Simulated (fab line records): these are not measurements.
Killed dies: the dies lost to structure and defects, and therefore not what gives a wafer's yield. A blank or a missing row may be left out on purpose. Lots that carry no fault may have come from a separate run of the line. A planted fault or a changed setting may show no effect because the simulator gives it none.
Struck lot and sound lot, side by side / flow nand-harc / 15 steps out of a route of 1302
Sound: wafers L526.1, L526.4, L526.5. Struck: wafer L535.4. (L535.1, L535.2 of the same lot were not struck and are left out.) The cause comes at the end.
Each step with rows lists, per side, the tool, then ch with its chambers, then its first start. Under that, the readings that differ: sound wafers / struck wafers / difference of the means / sigmas: that difference in standard deviations of wafers without a fault.
alike: readings with means less than 2 such deviations apart, plus words and numbers identical on both sides. not compared: withheld readings, readings lacking a value on some wafer, bounds such as >300 that could conceal the same value, and numbers that have no deviation in the record and whose values overlap.
A row with sigmas, a row that says differs or no value, or rows on one side alone: a step with any of these is where the two part. Numbers that have no deviation but don't overlap get no sigmas and don't part them. A reading that every wafer of one side lacks parts them only if that side has two wafers or more.

NHARC_A_CHANNEL_HOLE_D1_CD_MEAS_30:
  struck on cd-sem-03, day 12 16:31; sound on cd-sem-01, day 8 20:08
  alike: cd-nm
NHARC_A_CHANNEL_HOLE_D1_XSEM_31:
  sound on xsem-02 ch 0, day 8 20:14; struck on xsem-01 ch 0, day 12 16:35
  alike: bot-cd-nm, bow-nm, tilt-deg
NHARC_A_CHANNEL_HOLE_D1_INSPECT_40:
  struck on defect-inspect-02, day 12 16:41; sound on defect-inspect-01, day 8 20:20
  alike: raw-defect-count
then, 3 steps without rows for these wafers: NHARC_A_CHANNEL_FILL_D1_PRECLEAN_00 (cleans in SC1); NHARC_A_CHANNEL_FILL_D1_SRD_01; NHARC_A_CHANNEL_FILL_D1_ALD_02 (deposits SiO2, target thk 6 nm, pulse time 10 s, ald cycles 60).
NHARC_A_CHANNEL_FILL_D1_ALD_03: deposits SiNx, target thk 6 nm, pulse time 60 s, ald cycles 58.
  sound on ald-sin-batch-02 ch 0; struck on ald-sin-batch-01 ch 0
reading=precursor-pulse-height-rel; sound=0.942 1.014 0.981; struck=1.030; difference=+0.051; sigmas=+3
NHARC_A_CHANNEL_FILL_D1_ALD_14: deposits SiO2, target thk 2.5 nm, pulse time 10 s, ald cycles 25.
  sound on ald-hk-04 ch 0,1,2, day 9 03:37; struck on ald-hk-01 ch 3, day 12 23:53
reading=precursor-pulse-height-rel; sound=0.977 1.023 1.009; struck=0.949; difference=-0.054; sigmas=-3
  alike: heater-power-w
NHARC_A_CHANNEL_FILL_D1_ALD_15: deposits SiNx, target thk 2 nm, pulse time 60 s, ald cycles 19.
  sound on ald-sin-batch-02 ch 0; struck on ald-sin-batch-03 ch 0
  alike: precursor-pulse-height-rel
then, 3 steps without rows for these wafers: NHARC_A_CHANNEL_FILL_D1_ALD_16 (deposits SiO2, target thk 1.5 nm, pulse time 10 s, ald cycles 15); NHARC_A_CHANNEL_FILL_D1_ANNEAL_17 (time 1800 s); NHARC_A_CHANNEL_FILL_D1_CVD_18 (deposits poly-Si, target thk 3 nm).
NHARC_A_CHANNEL_FILL_D1_ETCHBACK_19: etches the open film in HBr/Cl2, target depth 5 nm, time 1.7 s.
  sound on rie-si-06 ch 1,2,3, day 9 21:13; struck on rie-si-06 ch 3, day 13 17:05
reading=oes-product-au (a.u.); sound=0.990 1.008 0.997; struck=0.879; difference=-0.119; sigmas=-15
  alike: drypump-motor-current-A, throttle-valve-pct
  not compared: rf-hours-counter-h
NHARC_A_CHANNEL_FILL_D1_ETCHBACK_20: etches the open film in C4F8/O2/Ar, target depth 27 nm, time 13.5 s.
  sound on rie-diel-05 ch 0,1,2, day 9 21:20; struck on rie-diel-09 ch 3, day 13 17:14
  alike: oes-product-au, rf-vpp-V
  not compared: rf-hours-counter-h
NHARC_END_SORT_01:
  the record has rows for the sound wafers here (prober-01 ch 0, day 24 20:53) and none for the struck ones

WHERE THEY PART
First at NHARC_A_CHANNEL_FILL_D1_ALD_03; last, within this record, at NHARC_END_SORT_01.

WHY: whatever the simulator had introduced
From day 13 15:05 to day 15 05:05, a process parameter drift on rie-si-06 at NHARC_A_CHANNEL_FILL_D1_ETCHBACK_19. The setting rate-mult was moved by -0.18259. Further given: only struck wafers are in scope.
